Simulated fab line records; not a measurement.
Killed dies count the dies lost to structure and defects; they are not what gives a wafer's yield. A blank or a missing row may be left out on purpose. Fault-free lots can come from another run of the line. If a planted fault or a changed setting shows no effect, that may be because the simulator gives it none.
Chamber matching -- flow n5-finfet -- 4 sister chambers for N5_FIN_CUT_ETCH_20 on rie-diel-04
The step etches SiARC in CF4, target depth 26 nm, time 43.3 s. 8 wafers are shown with their chamber, then 7 later ones without.

## WAFERS WITH THEIR CHAMBER
wafer,chamber,drypump-motor-current-A (A),showerhead-plenum-p-Torr (Torr)
L078.1,0,6.5,2.21
L078.5,2,6.5,2.09
L082.1,0,6.5,2.21
L082.4,3,5.3,2.21
L090.5,1,5.6,2.16
L090.6,2,6.5,2.08
L092.2,1,5.6,2.16
L092.3,3,5.4,2.20

## WAFERS WITHOUT THEIR CHAMBER
wafer,drypump-motor-current-A (A),showerhead-plenum-p-Torr (Torr)
L092.4,6.5,2.08
L094.2,5.4,2.20
L094.3,6.5,2.20
L094.5,6.5,2.20
L096.2,5.6,2.15
L096.3,5.4,2.20
L096.6,5.6,2.16

## CHAMBER TAKEN BY EACH
wafer,from the rows above,in truth
L092.4,2,2
L094.2,3,3
L094.3,0,0
L094.5,0,0
L096.2,1,1
L096.3,3,3
L096.6,1,1
7 of 7 placed correctly. Not placeable from these rows: 0. 0 placed wrongly.
How it was worked out, from the rows above alone: a wafer's distance from a chamber is the root of the sum, over the readings, of the square of ((its reading less the chamber's mean) divided by the reading's scatter). If the next closest chamber is less than 2 further off than the closest, the wafer can't be placed; otherwise it belongs to the closest. Each chamber's mean is taken over the wafers shown for it. The scatter is the square root of a quotient: the sum, over the shown wafers, of each reading's squared deviation from its chamber's mean, divided by wafers minus chambers.
